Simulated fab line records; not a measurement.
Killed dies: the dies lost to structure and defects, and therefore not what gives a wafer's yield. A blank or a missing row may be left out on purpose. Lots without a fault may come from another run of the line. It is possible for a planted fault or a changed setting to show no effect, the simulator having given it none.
What tool caused it? / flow nand-harc / Sampling: 12 lots, 36 wafers, 5 of 1159 route steps

## WHAT THE GAUGES SHOWED, per wafer
NHARC_A_STAIRCASE_INSPECT_155.
lot=L074; measured=day 14 01:41; on=defect-inspect-01; raw-defect-count=415 420 241
lot=L077; measured=day 14 12:28; on=defect-inspect-01; raw-defect-count=333 540 294
lot=L078; measured=day 14 17:21; on=defect-inspect-01; raw-defect-count=554 295 227
lot=L081; measured=day 15 08:25; on=defect-inspect-01; raw-defect-count=348 439 276
lot=L083; measured=day 16 02:23; on=defect-inspect-02; raw-defect-count=207 283 543
lot=L084; measured=day 16 04:27; on=defect-inspect-02; raw-defect-count=277 586 310
lot=L088; measured=day 17 01:45; on=defect-inspect-01; raw-defect-count=464 422 607
lot=L090; measured=day 18 07:16; on=defect-inspect-02; raw-defect-count=192 185 154
lot=L089; measured=day 18 07:06; on=defect-inspect-01; raw-defect-count=456 216 353
lot=L093; measured=day 18 12:25; on=defect-inspect-01; raw-defect-count=252 387 262
lot=L097; measured=day 19 00:04; on=defect-inspect-02; raw-defect-count=294 367 343
lot=L096; measured=day 19 00:38; on=defect-inspect-01; raw-defect-count=307 526 319

## EACH LOT AND THE TOOL THAT RAN IT (in order: tool; ch and the chambers of the sampled wafers; start)
lot=L074; NHARC_A_STAIRCASE_ETCH_294=rie-diel-07 ch 0,2, day 12 04:59 or earlier; NHARC_A_STAIRCASE_ETCH_313=rie-diel-01 ch 0,1,3, day 12 04:59; NHARC_A_STAIRCASE_STRIP_476=rie-diel-01 ch 0,2, day 12 09:44; NHARC_A_STAIRCASE_DEP_325=pecvd-01 ch 0,1, day 13 12:41
lot=L077; NHARC_A_STAIRCASE_ETCH_294=rie-diel-02 ch 1,2, day 12 12:23 or earlier; NHARC_A_STAIRCASE_ETCH_313=rie-diel-01 ch 0,1,2, day 12 12:23; NHARC_A_STAIRCASE_STRIP_476=rie-diel-01 ch 0,1, day 12 16:18; NHARC_A_STAIRCASE_DEP_325=pecvd-04 ch 0,1,2, day 13 19:52
lot=L078; NHARC_A_STAIRCASE_ETCH_294=rie-diel-07 ch 0,2,3, day 12 20:30 or earlier; NHARC_A_STAIRCASE_ETCH_313=rie-diel-02 ch 1,2,3, day 12 20:30; NHARC_A_STAIRCASE_STRIP_476=rie-diel-01 ch 1,2, day 13 00:26; NHARC_A_STAIRCASE_DEP_325=pecvd-04 ch 0,2, day 14 02:31
lot=L081; NHARC_A_STAIRCASE_ETCH_294=rie-diel-01 ch 0,1, day 13 10:02 or earlier; NHARC_A_STAIRCASE_ETCH_313=rie-diel-01 ch 1,2, day 13 10:02; NHARC_A_STAIRCASE_STRIP_476=rie-diel-07 ch 0,3, day 13 14:04; NHARC_A_STAIRCASE_DEP_325=pecvd-01 ch 0,1, day 14 18:23
lot=L083; NHARC_A_STAIRCASE_ETCH_294=rie-diel-07 ch 0,2,3, day 14 03:10 or earlier; NHARC_A_STAIRCASE_ETCH_313=rie-diel-02 ch 0,1,3, day 14 03:10; NHARC_A_STAIRCASE_STRIP_476=rie-diel-02 ch 1,2,3, day 14 07:54; NHARC_A_STAIRCASE_DEP_325=pecvd-03 ch 0,1,2, day 15 13:23
lot=L084; NHARC_A_STAIRCASE_ETCH_294=rie-diel-02 ch 0,1, day 14 05:11 or earlier; NHARC_A_STAIRCASE_ETCH_313=rie-diel-02 ch 1,2,3, day 14 05:11; NHARC_A_STAIRCASE_STRIP_476=rie-diel-07 ch 0,1,3, day 14 09:24; NHARC_A_STAIRCASE_DEP_325=pecvd-01 ch 0,1,2, day 15 13:34
lot=L088; NHARC_A_STAIRCASE_ETCH_294=rie-diel-01 ch 1,2,3, day 14 22:31 or earlier; NHARC_A_STAIRCASE_ETCH_313=rie-diel-01 ch 1,2,3, day 14 22:31; NHARC_A_STAIRCASE_STRIP_476=rie-diel-01 ch 1,2,3, day 15 03:58; NHARC_A_STAIRCASE_DEP_325=pecvd-03 ch 0,1, day 16 12:40
lot=L090; NHARC_A_STAIRCASE_ETCH_294=rie-diel-01 ch 0,1, day 16 04:05 or earlier; NHARC_A_STAIRCASE_ETCH_313=rie-diel-01 ch 0,1, day 16 04:05; NHARC_A_STAIRCASE_STRIP_476=rie-diel-01 ch 0,2, day 16 08:02; NHARC_A_STAIRCASE_DEP_325=pecvd-03 ch 0,1, day 17 14:40
lot=L089; NHARC_A_STAIRCASE_ETCH_294=rie-diel-07 ch 1,2,3, day 16 05:55 or earlier; NHARC_A_STAIRCASE_ETCH_313=rie-diel-01 ch 0,2,3, day 16 05:55; NHARC_A_STAIRCASE_STRIP_476=rie-diel-02 ch 2,3, day 16 10:07; NHARC_A_STAIRCASE_DEP_325=pecvd-01 ch 0,1,2, day 17 14:56
lot=L093; NHARC_A_STAIRCASE_ETCH_294=rie-diel-02 ch 1,3, day 16 11:08 or earlier; NHARC_A_STAIRCASE_ETCH_313=rie-diel-01 ch 1,2, day 16 11:08; NHARC_A_STAIRCASE_STRIP_476=rie-diel-01 ch 0,3, day 16 17:12; NHARC_A_STAIRCASE_DEP_325=pecvd-04 ch 1,2, day 17 22:04
lot=L097; NHARC_A_STAIRCASE_ETCH_294=rie-diel-01 ch 1,3, day 17 02:38 or earlier; NHARC_A_STAIRCASE_ETCH_313=rie-diel-02 ch 0,2,3, day 17 02:38; NHARC_A_STAIRCASE_STRIP_476=rie-diel-02 ch 1,2, day 17 06:40; NHARC_A_STAIRCASE_DEP_325=pecvd-01 ch 0,1,2, day 18 09:49
lot=L096; NHARC_A_STAIRCASE_ETCH_294=rie-diel-01 ch 0,1,3, day 17 05:46 or earlier; NHARC_A_STAIRCASE_ETCH_313=rie-diel-01 ch 0,2,3, day 17 05:46; NHARC_A_STAIRCASE_STRIP_476=rie-diel-02 ch 0,2,3, day 17 09:46; NHARC_A_STAIRCASE_DEP_325=pecvd-04 ch 0,1,2, day 18 09:51
- NHARC_A_STAIRCASE_ETCH_294: etches the open film in C4F8/O2/Ar, target depth 4992 nm, time 1212.4 s.
- NHARC_A_STAIRCASE_ETCH_313: etches the open film in CF4/CHF3.
- NHARC_A_STAIRCASE_STRIP_476: strips in O2, time 20 s.
- NHARC_A_STAIRCASE_DEP_325: deposits SiO2, target thk 3800 nm.

## THE ANSWER, worked out from the rows above alone
Rule: the usual values come from the lots themselves. Put in order of their means at a reading, lots are off if they are a third of the lots or fewer, leave a main group of 4 or more, and stand apart from it by a gap of 3 or more times the standard deviation of the main group's means; of several such gaps the widest counts. A main group whose means are all the same, to the digits that the tables above print for the reading, isn't used. A lot without any number at a reading at which 4 lots or more have one is off too. The other lots that the step has rows for count as sound.
None of the lots is off at any reading shown; this tells nothing.

## WHAT WAS PUT IN BY THE SIMULATOR
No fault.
